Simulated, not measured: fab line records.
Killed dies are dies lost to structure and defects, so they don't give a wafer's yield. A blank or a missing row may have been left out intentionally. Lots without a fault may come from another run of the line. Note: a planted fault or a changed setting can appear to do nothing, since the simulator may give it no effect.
Chamber matching | flow n5Finfet | 3 sister chambers for N5_BEOL_M9_ILD_DEP_00 on pecvd-02
The step deposits SiCOH lowk from DEMS/porogen, target thk 308.51 nm, time 58 s. 6 wafers are shown with their chamber, then 11 later ones without.

WAFERS WITH THEIR CHAMBER
wafer  | chamber | throttleValvePct (%) | heaterPowerW (W)
L084.1 | 1       | 13.7                 | 247
L084.5 | 0       | 14.9                 | 335
L090.2 | 0       | 15.1                 | 373
L090.3 | 2       | 13.8                 | 394
L090.4 | 2       | 13.8                 | 407
L089.3 | 1       | 13.5                 | 238

WAFERS WITHOUT THEIR CHAMBER
wafer  | throttleValvePct (%) | heaterPowerW (W)
L089.4 | 13.6                 | 363
L089.5 | 13.6                 | 377
L091.1 | 13.4                 | 233
L091.3 | 13.8                 | 379
L091.4 | 14.6                 | 348
L096.1 | 14.8                 | 361
L096.2 | 13.5                 | 294
L096.4 | 13.5                 | 404
L095.2 | 13.7                 | 414
L095.4 | 13.6                 | 328
L095.5 | 14.8                 | 360

THE CHAMBER EACH PASSED THROUGH
wafer  | from the rows above     | in truth
L089.4 | 2                       | 2
L089.5 | 2                       | 2
L091.1 | 1                       | 1
L091.3 | 2                       | 2
L091.4 | 0                       | 0
L096.1 | 0                       | 0
L096.2 | 1                       | 1
L096.4 | 2                       | 2
L095.2 | 2                       | 2
L095.4 | can't be placed: 2 or 1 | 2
L095.5 | 0                       | 0
10 of 11 placed correctly. Can't be placed from these rows: 1 (the true chamber is among the candidates in 1). Placed wrongly: 0.
How it was worked out, from the rows above alone: a wafer's distance from a chamber is the root of the sum, over the readings, of the square of ((its reading less the chamber's mean) divided by the reading's scatter). The wafer belongs to the nearest chamber; if the next one is less than 2 further off, it can't be placed. Each chamber's mean is taken over the wafers shown for it. How the scatter is found: for the shown wafers, subtract from each reading the mean of its chamber, square and add these, divide the total by (wafers less chambers), then take the root.
